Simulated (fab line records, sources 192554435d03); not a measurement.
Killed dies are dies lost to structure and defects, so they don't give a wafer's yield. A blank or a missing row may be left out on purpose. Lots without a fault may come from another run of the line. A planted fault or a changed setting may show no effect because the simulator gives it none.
Split-lot experiment | flow n5_finfet | 7 lots, 21 wafers read, on a route of 1938 steps

THE SPLIT
At N5_BEOL_M5_TRENCH_ETCH_37 (etches SiCOH lowk in C4F6/O2, target depth 71.652 nm, time 24.7 s), the setting time_s was moved away from the recipe's 24.7 s on 7 of the 21 wafers read, by -14.9% to +9.4%. The other wafers ran this setting at the recipe's value.

FROM THE SPLIT TO THE READING: what the file shows between them, 13 steps
- N5_BEOL_M5_ETCH_41: etches SiCN in CH3F/O2, target depth 31.5 nm, time 56.7 s
- N5_BEOL_M5_STRIP_91: strips in N2/H2, time 10 s
- N5_BEOL_M5_OCD_MEAS_38
- N5_BEOL_M5_HM_STRIP_39: strips TiN in peroxide tin strip, target depth 25 nm, time 158 s
- N5_BEOL_M5_SRD_40: time 30 s
- N5_BEOL_M5_ECD_50: material Cu, target thk 300 nm
- N5_BEOL_M5_ANNEAL_51: time 90 s
- N5_BEOL_M5_CMP_52: polishes, stops on SiCOH lowk, t overpolish 6.9 s, target thk 62 nm
- N5_BEOL_M5_THK_MEAS_53: measures by xrf
- N5_BEOL_M5_PRE_CLEAN_77: time 15 s
- N5_BEOL_M5_CO_CAP_78: material Co, precursor CCTBA/H2, target thk 2 nm, time 102.1 s
- N5_BEOL_M5_PRE_CLEAN_55: time 15 s
- N5_BEOL_M5_DEP_56: deposits SiCN from 3MS/NH3, target thk 8 nm, time 14 s

THE READING
M5_RS, in ohm/sq, at N5_BEOL_M5_RS_MEAS_57 (measures by four-point-probe). Fault-free wafers of this fab line usually give 0.386 ohm/sq, standard deviation 0.012 ohm/sq.

wafer  | tool, chamber at the split | time_s as run, s | against the recipe | M5_RS, ohm/sq | against lot-mates on the recipe
L074.1 | rie_diel-03, 0             | 24.7             | recipe             | 0.398         | -
L074.3 | rie_diel-03, 3             | 24.7             | recipe             | 0.387         | -
L074.4 | rie_diel-03, 1             | 21.93            | -11.2%             | 0.448         | +0.055
L081.4 | rie_diel-06, 1             | 21.02            | -14.9%             | 0.447         | +0.086
L081.5 | rie_diel-06, 0             | 21.02            | -14.9%             | 0.483         | +0.122
L081.6 | rie_diel-06, 1             | 24.7             | recipe             | 0.361         | -
L084.1 | rie_diel-05, 0             | 24.7             | recipe             | 0.403         | -
L084.2 | rie_diel-05, 1             | 24.7             | recipe             | 0.376         | -
L084.6 | rie_diel-05, 0             | 24.7             | recipe             | 0.394         | -
L086.3 | rie_diel-05, 2             | 24.7             | recipe             | 0.377         | -
L086.4 | rie_diel-05, 1             | 24.7             | recipe             | 0.369         | -
L086.5 | rie_diel-05, 0             | 24.7             | recipe             | 0.388         | -
L089.2 | rie_diel-05, 3             | 22.14            | -10.4%             | 0.448         | no lot-mate on the recipe
L089.3 | rie_diel-05, 2             | 22.14            | -10.4%             | 0.441         | no lot-mate on the recipe
L089.6 | rie_diel-05, 2             | 22.14            | -10.4%             | 0.422         | no lot-mate on the recipe
L090.2 | rie_diel-03, 0             | 24.7             | recipe             | 0.419         | -
L090.3 | rie_diel-03, 3             | 24.7             | recipe             | 0.379         | -
L090.5 | rie_diel-03, 2             | 24.7             | recipe             | 0.394         | -
L091.3 | rie_diel-05, 3             | 24.7             | recipe             | 0.406         | -
L091.4 | rie_diel-05, 1             | 24.7             | recipe             | 0.383         | -
L091.6 | rie_diel-05, 2             | 27.03            | +9.4%              | 0.332         | -0.062

THE FIT
A straight line over all 21 wafers: M5_RS changes by -0.00517 ohm/sq for each +1% of time_s; r = -0.91; the points scatter about the line by 0.015 ohm/sq.
The same after taking each lot's own level away (the mean of its wafers on the recipe; 18 wafers): -0.00656 ohm/sq for each +1%; r = -0.95; scatter 0.013 ohm/sq.
On that fit, the largest move of time_s shifts the reading by 0.098 ohm/sq.
The lots' own levels span 0.3610 to 0.3973 ohm/sq, that is 3.0 times the standard deviation above.
So the lot-to-lot level changes the slope: the two fits differ.
Check: with one of the wafers moved furthest among these (-14.9%) left out of the fit, the line predicts +0.103 ohm/sq for it against its lot-mates. It came out at +0.086 ohm/sq against them.

THE WHOLE CHAIN: every reading that the file lists as answering this split, in the file's order
step                      | what it does                                                        | reading                                                                      | change (the file's fit)               | r (the file's)
N5_BEOL_M5_TRENCH_ETCH_37 | etches SiCOH lowk in C4F6/O2, target depth 71.652 nm, time 24.7 s   | etch.depth_nm (the simulator's own value, which no gauge read)               | +0.742 nm for each +1% of the setting | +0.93
N5_BEOL_M5_TRENCH_ETCH_37 | etches SiCOH lowk in C4F6/O2, target depth 71.652 nm, time 24.7 s   | BEOL_M5.feature_depth_nm (the simulator's own value, which no gauge read)    | +0.736 nm for each +1% of the setting | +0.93
N5_BEOL_M5_OCD_MEAS_38    |                                                                     | trench_depth_nm                                                              | +0.747 nm for each +1% of the setting | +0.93
N5_BEOL_M5_CMP_52         | polishes, stops on SiCOH lowk, t overpolish 6.9 s, target thk 62 nm | Cu_of_BEOL_M5_ECD_50.thk_nm (the simulator's own value, which no gauge read) | +0.784 nm for each +1% of the setting | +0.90
N5_BEOL_M5_THK_MEAS_53    | measures by xrf                                                     | M5_THK                                                                       | +0.798 for each +1% of the setting    | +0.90
N5_BEOL_M5_RS_MEAS_57     | measures by four-point-probe                                        | M5_RS                                                                        | -0.00633 for each +1% of the setting  | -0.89

THE FILE'S OWN FIT
M5_RS changes by -0.00633 ohm/sq for each +1% of time_s, r = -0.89.
